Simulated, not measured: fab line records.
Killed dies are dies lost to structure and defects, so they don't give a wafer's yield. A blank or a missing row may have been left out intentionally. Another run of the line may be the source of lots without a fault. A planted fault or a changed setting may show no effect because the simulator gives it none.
Which tool is to blame? | flow n5 finfet | 15 lots with 45 wafers sampled at 4 steps, on a route of 1938 steps

== WHAT EACH GAUGE READ, for each wafer ==
No reading from a measuring or inspecting step in the record can be judged against a usual standard deviation.

== TOOL THAT RAN EACH LOT (tool first, then ch and the chambers of the sampled wafers, then the start) ==
lot  | N5_BEOL_M7_CURE_74            | N5_BEOL_M7_ETCH_61                 | N5_BEOL_M7_PEB_26                 | N5_BEOL_M7_ETCH_66
L996 | uv cure-02 ch 0, day 8 13:09  | rie diel-06 ch 0,1, day 8 14:18    | litho track-01 ch 0, day 8 15:38  | rie diel-06 ch 0,1, day 8 15:55
L997 | uv cure-01 ch 2, day 9 09:26  | rie diel-06 ch 0,2,3, day 9 12:08  | litho track-01 ch 0, day 9 13:57  | rie diel-06 ch 0,1,3, day 9 14:15
L999 | uv cure-03 ch 0, day 9 20:58  | rie diel-03 ch 2,3, day 9 23:49    | litho track-04 ch 0, day 10 00:33 | rie diel-03 ch 0,2,3, day 10 00:49
L100 | uv cure-02 ch 2, day 10 07:05 | rie diel-05 ch 0,2,3, day 10 09:58 | litho track-04 ch 0, day 10 11:07 | rie diel-06 ch 0,2,3, day 10 11:23
L101 | uv cure-03 ch 0, day 10 14:43 | rie diel-06 ch 2,3, day 10 17:11   | litho track-05 ch 0, day 10 21:35 | rie diel-03 ch 0,2,3, day 10 21:51
L102 | uv cure-01 ch 1, day 10 20:05 | rie diel-05 ch 1,2, day 10 23:25   | litho track-01 ch 0, day 11 01:13 | rie diel-03 ch 2,3, day 11 01:29
L103 | uv cure-03 ch 0, day 11 17:25 | rie diel-05 ch 1,2,3, day 11 18:32 | litho track-04, day 11 20:14      | rie diel-05 ch 1,2, day 11 20:29
L104 | uv cure-03 ch 2, day 11 18:20 | rie diel-05 ch 0,1,3, day 11 21:39 | litho track-04, day 11 23:34      | rie diel-05 ch 0,1,2, day 11 23:52
L106 | uv cure-02 ch 1, day 12 05:46 | rie diel-06 ch 0,2,3, day 12 08:43 | litho track-04, day 12 11:37      | rie diel-03 ch 1,2,3, day 12 11:53
L107 | uv cure-03 ch 2, day 12 14:31 | rie diel-05 ch 1,2,3, day 12 16:39 | litho track-04 ch 0, day 12 17:19 | rie diel-05 ch 1,2,3, day 12 17:35
L114 | uv cure-02 ch 0, day 13 17:46 | rie diel-05 ch 0,3, day 13 19:24   | litho track-04 ch 0, day 13 21:25 | rie diel-05 ch 0,2,3, day 13 21:41
L115 | uv cure-02 ch 0, day 13 20:12 | rie diel-03 ch 1,2, day 13 22:48   | litho track-04 ch 0, day 14 00:50 | rie diel-06 ch 0,3, day 14 01:07
L116 | uv cure-02 ch 1, day 14 13:48 | rie diel-06 ch 0,2,3, day 14 16:29 | litho track-01 ch 0, day 14 20:13 | rie diel-03 ch 0,1,3, day 14 20:43
L117 | uv cure-01 ch 2, day 14 16:14 | rie diel-06 ch 0,1, day 14 17:37   | litho track-04 ch 0, day 14 20:15 | rie diel-06 ch 0,1,3, day 14 21:01
L119 | uv cure-03 ch 0, day 15 05:34 | rie diel-03 ch 0,3, day 15 07:49   | litho track-05 ch 0, day 15 09:05 | rie diel-05 ch 0,1,2, day 15 09:22
- N5_BEOL_M7_CURE_74: cures SiCOH lowk, time 240 s.
- N5_BEOL_M7_ETCH_61: etches SiARC in CF4, target depth 45.5 nm, time 75.8 s.
- N5_BEOL_M7_PEB_26: peb time 60 s.
- N5_BEOL_M7_ETCH_66: etches SOC in N2/H2, target depth 80 nm, overetch 16 nm, time 120 s.

== WHAT THE TOOLS THEMSELVES READ (means of the sampled wafers that have a number; where no wafer has one, the mark that the record gives instead) ==
N5_BEOL_M7_CURE_74.
lot  | tool       | lamp power pct (%) | wafer_temp_C_max
L996 | uv cure-02 | 52.28              | 386.2
L997 | uv cure-01 | 52.33              | 386.8
L999 | uv cure-03 | 52.35              | 386.1
L100 | uv cure-02 | 52.28              | 386.4
L101 | uv cure-03 | 52.33              | 386.6
L102 | uv cure-01 | 52.35              | 387.8
L103 | uv cure-03 | 52.32              | 386.6
L104 | uv cure-03 | 52.30              | 386.6
L106 | uv cure-02 | 52.37              | 387.2
L107 | uv cure-03 | 52.32              | 386.1
L114 | uv cure-02 | 52.29              | 387.0
L115 | uv cure-02 | 52.28              | 386.6
L116 | uv cure-02 | 52.37              | 387.1
L117 | uv cure-01 | 52.33              | 387.1
L119 | uv cure-03 | 52.34              | 386.7

N5_BEOL_M7_ETCH_61.
lot  | tool        | chamber pressure mTorr (mTorr) | drypump motor current A (A) | etch rf on time s (s) | oes product au (a.u.) | rf vpp V (V) | showerhead plenum p Torr (Torr) | throttle valve pct (%)
L996 | rie diel-06 | 39.99                          | 5.6                         | 76.1                  | 0.77                  | 184.3        | 2.23                            | 15.51
L997 | rie diel-06 | 40.00                          | 5.4                         | 74.8                  | 0.71                  | 184.7        | 2.13                            | 15.66
L999 | rie diel-03 | 39.96                          | 5.5                         | 76.1                  | 0.62                  | 183.6        | 2.16                            | 15.74
L100 | rie diel-05 | 39.99                          | 5.4                         | 76.3                  | 0.64                  | 182.9        | 2.14                            | 15.76
L101 | rie diel-06 | 39.95                          | 5.6                         | 74.8                  | 0.71                  | 184.3        | 2.13                            | 15.63
L102 | rie diel-05 | 40.03                          | 5.5                         | 75.1                  | 0.70                  | 184.4        | 2.13                            | 15.75
L103 | rie diel-05 | 40.01                          | 5.4                         | 75.8                  | 0.67                  | 184.3        | 2.13                            | 15.57
L104 | rie diel-05 | 40.01                          | 5.1                         | 76.5                  | 0.65                  | 183.8        | 2.11                            | 15.58
L106 | rie diel-06 | 39.99                          | 5.4                         | 75.0                  | 0.69                  | 184.1        | 2.12                            | 15.71
L107 | rie diel-05 | 39.98                          | 5.4                         | 75.6                  | 0.67                  | 184.1        | 2.12                            | 15.60
L114 | rie diel-05 | 40.01                          | 5.2                         | 77.9                  | 0.60                  | 184.1        | 2.13                            | 15.63
L115 | rie diel-03 | 39.99                          | 5.3                         | 76.1                  | 0.64                  | 184.6        | 2.17                            | 15.49
L116 | rie diel-06 | 40.04                          | 5.5                         | 75.4                  | 0.66                  | 184.3        | 2.11                            | 15.75
L117 | rie diel-06 | 39.99                          | 5.6                         | 75.8                  | 0.69                  | 184.9        | 2.21                            | 15.61
L119 | rie diel-03 | 40.03                          | 5.9                         | 75.2                  | 0.69                  | 182.8        | 2.10                            | 15.56

N5_BEOL_M7_PEB_26.
lot  | tool           | chill plate temp C (C) | exhaust pa (Pa)
L996 | litho track-01 | 23.08                  | 46.3
L997 | litho track-01 | 22.89                  | 43.6
L999 | litho track-04 | 22.95                  | 44.7
L100 | litho track-04 | 22.95                  | 44.5
L101 | litho track-05 | 23.09                  | 44.1
L102 | litho track-01 | 23.08                  | 44.9
L103 | litho track-04 | -                      | -
L104 | litho track-04 | -                      | -
L106 | litho track-04 | -                      | -
L107 | litho track-04 | 23.06                  | 45.3
L114 | litho track-04 | 22.94                  | 44.1
L115 | litho track-04 | 23.11                  | 44.6
L116 | litho track-01 | 23.00                  | 44.3
L117 | litho track-04 | 22.98                  | 43.9
L119 | litho track-05 | 23.09                  | 46.4

N5_BEOL_M7_ETCH_66.
lot  | tool        | chamber pressure mTorr (mTorr) | drypump motor current A (A) | oes product au (a.u.) | rf vpp V (V) | showerhead plenum p Torr (Torr) | throttle valve pct (%)
L996 | rie diel-06 | 29.977                         | 5.6                         | 0.69                  | 526.7        | 2.65                            | 17.75
L997 | rie diel-06 | 29.997                         | 5.4                         | 0.68                  | 525.2        | 2.57                            | 17.78
L999 | rie diel-03 | 30.028                         | 5.8                         | 0.60                  | 524.2        | 2.55                            | 17.72
L100 | rie diel-06 | 29.996                         | 5.4                         | 0.62                  | 522.7        | 2.52                            | 17.88
L101 | rie diel-03 | 30.002                         | 5.8                         | 0.60                  | 523.9        | 2.55                            | 17.73
L102 | rie diel-03 | 29.998                         | 5.7                         | 0.54                  | 526.1        | 2.59                            | 17.76
L103 | rie diel-05 | 29.986                         | 5.6                         | 0.62                  | 523.5        | 2.52                            | 17.93
L104 | rie diel-05 | 29.987                         | 5.2                         | 0.59                  | 522.7        | 2.51                            | 17.93
L106 | rie diel-03 | 30.003                         | 5.4                         | 0.57                  | 524.6        | 2.57                            | 17.79
L107 | rie diel-05 | 29.972                         | 5.4                         | 0.61                  | 523.0        | 2.52                            | 17.76
L114 | rie diel-05 | 30.030                         | 5.4                         | 0.56                  | 524.0        | 2.53                            | 17.95
L115 | rie diel-06 | 29.990                         | 5.3                         | 0.58                  | 522.3        | 2.49                            | 17.97
L116 | rie diel-03 | 30.006                         | 5.6                         | 0.60                  | 523.1        | 2.52                            | 17.79
L117 | rie diel-06 | 29.968                         | 5.4                         | 0.62                  | 525.1        | 2.55                            | 17.85
L119 | rie diel-05 | 30.001                         | 5.2                         | 0.65                  | 522.5        | 2.50                            | 17.81

== THE ANSWER, worked out from the rows above alone ==
Rule: usual is defined by the lots themselves. The widest of any qualifying gaps counts: lots, ordered by their means at a reading, are off when they make up no more than a third of the lots, leave a main group of 4 or more, and stand apart from it by 3 or more times the standard deviation of that group's means. A main group is skipped when, at the precision printed for the reading in the tables above, its means are all equal. Also off: a lot with no number at a reading for which 4 or more lots have one. All remaining lots with rows at the step are treated as sound. Order of review: gauges by route order, followed by the tools' own readings, for which a lot's mean as printed above is used. The first step at which some lot is off is used, and at that step the reading that is off furthest; a lot without a number counts as furthest.
Off, at N5_BEOL_M7_PEB_26 on chill plate temp C: L103, L104, L106. Without a number there: L103, L104, L106. The main group: mean 23.02 C, standard deviation 0.072.
A tool fits if, at that step or a process step before it, it ran every lot that is off, and no sound lot after the first of them. No candidate that was tried fits.

== WHAT THE SIMULATOR HAD PUT IN ==
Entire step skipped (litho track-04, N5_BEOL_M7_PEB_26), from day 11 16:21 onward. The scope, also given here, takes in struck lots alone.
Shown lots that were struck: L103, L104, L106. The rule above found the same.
